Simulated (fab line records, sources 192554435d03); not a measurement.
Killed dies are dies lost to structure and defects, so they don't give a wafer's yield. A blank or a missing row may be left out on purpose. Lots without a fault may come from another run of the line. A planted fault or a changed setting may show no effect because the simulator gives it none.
Which tool did it? | flow n5_finfet | 9 lots, 27 wafers sampled, at 5 steps of a route of 1938

WHAT THE GAUGES READ, wafer by wafer
N5_BEOL_M1_OVL_MEAS_29. Usual: V0_OVL -0.5 nm, standard deviation 0.8.
lot  | measured     | on         | V0_OVL (nm)    | flag
L836 | day 6 17:47  | overlay-02 | -1.7 0.3 -1.5  |
L837 | day 6 17:57  | overlay-02 | -1.8 -1.3 0.2  |
L844 | day 8 17:19  | overlay-02 | -0.5 -0.3 -0.4 |
L845 | day 8 20:51  | overlay-02 | -0.4 -1.4 -1.1 |
L850 | day 9 23:37  | overlay-02 | -0.9 -0.9 -1.1 |
L851 | day 10 12:07 | overlay-02 | -1.7 -0.9 -2.2 |
L855 | day 11 05:35 | overlay-01 | 1.2 0.4 -0.2   |
L856 | day 11 17:23 | overlay-01 | -0.5 1.0 1.3   |
L857 | day 11 21:52 | overlay-01 | 0.8 -1.0 0.2   |

N5_BEOL_M4_RC_MEAS_101. Usual: DIBL_N 36.3 mV/V, standard deviation 1.1; DIBL_P 36.3 mV/V, standard deviation 1.4; IOFF_N 0.155 nA/um, standard deviation 0.019; IOFF_P 0.211 nA/um, standard deviation 0.027; ION_N 672 uA/um, standard deviation 8.5; ION_P 462 uA/um, standard deviation 5.8; SS_N 71.5 mV/dec, standard deviation 0.56; SS_P 73.3 mV/dec, standard deviation 0.52; VT_N 249.9 mV, standard deviation 2.5; VT_P -249.8 mV, standard deviation 2.8.
lot  | measured     | on        | DIBL_N (mV/V)  | DIBL_P (mV/V)  | IOFF_N (nA/um)    | IOFF_P (nA/um)    | ION_N (uA/um) | ION_P (uA/um) | SS_N (mV/dec)  | SS_P (mV/dec)  | VT_N (mV)         | VT_P (mV)            | flag
L836 | day 10 12:52 | prober-01 | 35.6 34.9 35.7 | 36.9 35.4 35.9 | 0.152 0.134 0.153 | 0.178 0.170 0.178 | 669 670 671   | 451 456 455   | 71.1 71.3 72.0 | 73.6 73.3 73.3 | 248.7 249.2 251.5 | -253.7 -252.4 -253.4 |
L837 | day 10 03:50 | prober-01 | 35.0 35.6 36.1 | 36.1 37.4 37.8 | 0.126 0.148 0.149 | 0.198 0.235 0.227 | 669 679 668   | 459 473 458   | 70.9 71.3 71.5 | 72.1 73.1 72.3 | 255.9 248.9 251.6 | -249.1 -247.1 -248.8 |
L844 | day 14 10:34 | prober-02 | 36.8 37.9 37.7 | 35.7 37.1 37.4 | 0.137 0.163 0.156 | 0.201 0.222 0.216 | 677 675 672   | 467 468 461   | 70.4 71.6 71.7 | 72.5 73.2 74.0 | 250.5 249.0 248.3 | -250.7 -246.1 -251.8 |
L845 | day 14 12:06 | prober-01 | 37.2 38.5 36.4 | 36.9 38.1 36.1 | 0.151 0.178 0.139 | 0.183 0.206 0.181 | 670 664 658   | 455 452 447   | 71.2 72.3 71.2 | 73.8 73.0 73.0 | 251.3 250.4 253.2 | -253.2 -249.8 -252.0 |
L850 | day 15 15:35 | prober-01 | 35.4 35.7 34.8 | 36.2 37.6 35.6 | 0.143 0.146 0.134 | 0.196 0.219 0.186 | 665 669 658   | 461 463 454   | 71.9 71.4 72.3 | 73.2 73.5 73.0 | 253.8 252.3 252.1 | -252.5 -248.9 -251.9 |
L851 | day 16 16:17 | prober-01 | 36.3 36.7 35.7 | 36.6 36.6 35.8 | 0.168 0.178 0.158 | 0.226 0.231 0.221 | 687 688 690   | 470 471 471   | 71.9 71.6 71.9 | 73.7 74.1 73.8 | 247.1 243.7 247.6 | -248.9 -246.9 -246.9 |
L855 | day 16 08:40 | prober-01 | 34.9 34.3 34.9 | 37.6 36.8 36.6 | 0.168 0.150 0.157 | 0.241 0.235 0.232 | 668 673 665   | 470 472 465   | 70.4 71.7 71.8 | 73.3 73.1 72.6 | 247.3 249.5 251.7 | -247.3 -244.4 -248.7 |
L856 | day 17 17:07 | prober-01 | 35.6 36.3 36.0 | 35.2 34.7 35.2 | 0.158 0.159 0.158 | 0.210 0.200 0.205 | 682 666 675   | 464 459 458   | 72.1 72.0 71.3 | 73.3 73.4 73.0 | 248.2 249.2 249.8 | -248.4 -250.9 -249.2 |
L857 | day 16 04:41 | prober-02 | 37.2 38.7 37.2 | 36.6 36.8 35.6 | 0.171 0.196 0.161 | 0.241 0.250 0.223 | 678 671 674   | 467 461 464   | 72.2 72.8 71.9 | 73.7 73.2 73.3 | 251.6 246.3 247.5 | -246.2 -246.9 -249.5 |

WHICH TOOL RAN EACH LOT (tool, then ch and the chambers of the sampled wafers, then the start)
lot  | N5_BEOL_M1_ETCH_77                 | N5_BEOL_M1_ETCHBACK_99             | N5_BEOL_M1_VIA_ETCH_34
L836 | rie_diel-06 ch 0,2,3, day 6 17:53  | rie_diel-06 ch 0,1, day 7 10:52    | rie_diel-06 ch 0,1, day 7 11:00
L837 | rie_diel-06 ch 0,3, day 6 18:05    | rie_diel-06 ch 0,2,3, day 7 14:05  | rie_diel-06 ch 0,2,3, day 7 14:13
L844 | rie_diel-06 ch 0,3, day 8 17:25    | rie_diel-06 ch 0,1, day 9 00:07    | rie_diel-06 ch 0,1, day 9 00:15
L845 | rie_diel-03 ch 1,2, day 8 20:59    | rie_diel-06 ch 1,2,3, day 9 03:02  | rie_diel-06 ch 1,2,3, day 9 03:10
L850 | rie_diel-03 ch 1,2,3, day 9 23:50  | rie_diel-01 ch 0,3, day 10 06:08   | rie_diel-01 ch 0,3, day 10 06:16
L851 | rie_diel-01 ch 0,1,2, day 10 12:35 | rie_diel-03 ch 1,2,3, day 10 18:14 | rie_diel-03 ch 1,2,3, day 10 18:23
L855 | rie_diel-03 ch 0,1,2, day 11 05:42 | rie_diel-01 ch 0,1,3, day 11 16:16 | rie_diel-01 ch 0,1,3, day 11 16:24
L856 | rie_diel-03 ch 0,1,2, day 11 17:29 | rie_diel-01 ch 1,3, day 12 04:05   | rie_diel-01 ch 1,3, day 12 04:13
L857 | rie_diel-06 ch 0,1,2, day 11 21:59 | rie_diel-01 ch 0,1,2, day 13 08:22 | rie_diel-01 ch 0,1,2, day 13 08:30
- N5_BEOL_M1_ETCH_77: etches underlayer in N2/H2, target depth 6.5 nm, time 5.2 s.
- N5_BEOL_M1_ETCHBACK_99: etches SiO2 in CHF3, target depth 5 nm, time 10.4 s.
- N5_BEOL_M1_VIA_ETCH_34: etches the open film in C4F6/O2, target depth 67.8 nm, time 64.4 s.

WHAT THE TOOLS THEMSELVES READ (means of the sampled wafers that have a number; where no wafer has one, the mark that the record gives instead)
N5_BEOL_M1_ETCH_77. Usual: drypump_motor_current_A 5.9 A, standard deviation 0.39; etch_rf_on_time_s 5.20 s, standard deviation 0.077; oes_product_au 0.68 a.u., standard deviation 0.071; rf_vpp_V 523.6 V, standard deviation 2.5; showerhead_plenum_p_Torr 2.53 Torr, standard deviation 0.081; throttle_valve_pct 17.82 %, standard deviation 0.15.
lot  | tool        | drypump_motor_current_A (A) | etch_rf_on_time_s (s) | oes_product_au (a.u.) | rf_vpp_V (V) | showerhead_plenum_p_Torr (Torr) | throttle_valve_pct (%) | flag
L836 | rie_diel-06 | 5.9                         | 5.27                  | 0.65                  | 524.0        | 2.54                            | 17.76                  |
L837 | rie_diel-06 | 6.0                         | 5.20                  | 0.62                  | 523.3        | 2.49                            | 17.77                  |
L844 | rie_diel-06 | 6.3                         | 5.25                  | 0.63                  | 523.9        | 2.57                            | 17.84                  |
L845 | rie_diel-03 | 5.7                         | 5.13                  | 0.68                  | 525.6        | 2.60                            | 17.81                  |
L850 | rie_diel-03 | 5.8                         | 5.21                  | 0.65                  | 524.2        | 2.55                            | 17.74                  |
L851 | rie_diel-01 | 5.6                         | 5.19                  | 0.68                  | 522.7        | 2.49                            | 18.07                  |
L855 | rie_diel-03 | 5.7                         | 5.19                  | 0.66                  | 524.1        | 2.56                            | 17.87                  |
L856 | rie_diel-03 | 5.7                         | 5.24                  | 0.67                  | 524.1        | 2.56                            | 17.86                  |
L857 | rie_diel-06 | 6.1                         | 5.23                  | 0.69                  | 524.0        | 2.56                            | 17.85                  |

N5_BEOL_M1_ETCHBACK_99. Usual: drypump_motor_current_A 5.8 A, standard deviation 0.35; oes_product_au 0.83 a.u., standard deviation 0.087; rf_vpp_V 239.1 V, standard deviation 2.9; showerhead_plenum_p_Torr 2.15 Torr, standard deviation 0.068; throttle_valve_pct 17.04 %, standard deviation 0.15.
lot  | tool        | drypump_motor_current_A (A) | oes_product_au (a.u.) | rf_vpp_V (V) | showerhead_plenum_p_Torr (Torr) | throttle_valve_pct (%) | flag
L836 | rie_diel-06 | 6.4                         | 0.85                  | 239.9        | 2.21                            | 17.02                  |
L837 | rie_diel-06 | 5.9                         | 0.76                  | 239.9        | 2.16                            | 17.00                  |
L844 | rie_diel-06 | 6.4                         | 0.82                  | 239.4        | 2.20                            | 17.05                  |
L845 | rie_diel-06 | 5.9                         | 0.80                  | 237.8        | 2.11                            | 17.02                  |
L850 | rie_diel-01 | 5.9                         | 0.89                  | 235.7        | 2.17                            | 16.92                  |
L851 | rie_diel-03 | 5.8                         | 0.77                  | 239.4        | 2.15                            | 16.97                  |
L855 | rie_diel-01 | 5.7                         | 0.91                  | 238.7        | 2.20                            | 16.96                  |
L856 | rie_diel-01 | 5.7                         | 0.92                  | 240.6        | 2.25                            | 16.93                  |
L857 | rie_diel-01 | 5.6                         | 0.86                  | 240.3        | 2.19                            | 17.11                  |

N5_BEOL_M1_VIA_ETCH_34. Usual: drypump_motor_current_A 5.8 A, standard deviation 0.35; oes_product_au 0.83 a.u., standard deviation 0.088; rf_vpp_V 661 V, standard deviation 7.7; run_length_s 87.6 s, standard deviation 0.39; showerhead_plenum_p_Torr 2.84 Torr, standard deviation 0.086; throttle_valve_pct 30.75 %, standard deviation 0.17.
lot  | tool        | drypump_motor_current_A (A) | oes_product_au (a.u.) | rf_vpp_V (V) | run_length_s (s) | showerhead_plenum_p_Torr (Torr) | throttle_valve_pct (%) | flag
L836 | rie_diel-06 | 6.4                         | 0.85                  | 664          | 87.3             | 2.91                            | 30.73                  |
L837 | rie_diel-06 | 5.9                         | 0.76                  | 663          | 87.7             | 2.85                            | 30.66                  |
L844 | rie_diel-06 | 6.5                         | 0.82                  | 662          | 79.3             | 2.91                            | 30.73                  | OFF
L845 | rie_diel-06 | 5.9                         | 0.81                  | 657          | 79.9             | 2.79                            | 30.71                  | OFF
L850 | rie_diel-01 | 5.8                         | 0.89                  | 654          | 87.6             | 2.86                            | 30.67                  |
L851 | rie_diel-03 | 5.8                         | 0.76                  | 663          | 87.4             | 2.84                            | 30.58                  |
L855 | rie_diel-01 | 5.7                         | 0.92                  | 659          | 87.7             | 2.90                            | 30.75                  |
L856 | rie_diel-01 | 5.8                         | 0.92                  | 664          | 87.5             | 2.97                            | 30.73                  |
L857 | rie_diel-01 | 5.6                         | 0.86                  | 667          | 87.9             | 2.89                            | 30.88                  |

THE ANSWER, worked out from the rows above alone
Rule: a lot is off if the mean of its wafers that have a number lies more than 3 standard deviations from the usual mean. A lot without any number at a reading at which 4 lots or more have one is off too. The other lots that the step has rows for count as sound. The gauges are gone through in route order, then the tools' own readings, and for those a lot's mean is taken as printed above. The first step at which some lot is off is used, and at that step the reading that is off furthest; a lot without a number counts as furthest.
Off: L844, L845, at N5_BEOL_M1_VIA_ETCH_34 (run_length_s).
A tool fits if, at that step or a process step before it, it ran every lot that is off, and no sound lot after the first of them. One fits: rie_diel-06 at N5_BEOL_M1_ETCHBACK_99 and N5_BEOL_M1_VIA_ETCH_34. At N5_BEOL_M1_ETCHBACK_99 its last sound lot is L837 (day 7 14:05), its first lot that is off L844 (day 9 00:07): a fault that began between those two fits.

WHAT THE SIMULATOR HAD PUT IN
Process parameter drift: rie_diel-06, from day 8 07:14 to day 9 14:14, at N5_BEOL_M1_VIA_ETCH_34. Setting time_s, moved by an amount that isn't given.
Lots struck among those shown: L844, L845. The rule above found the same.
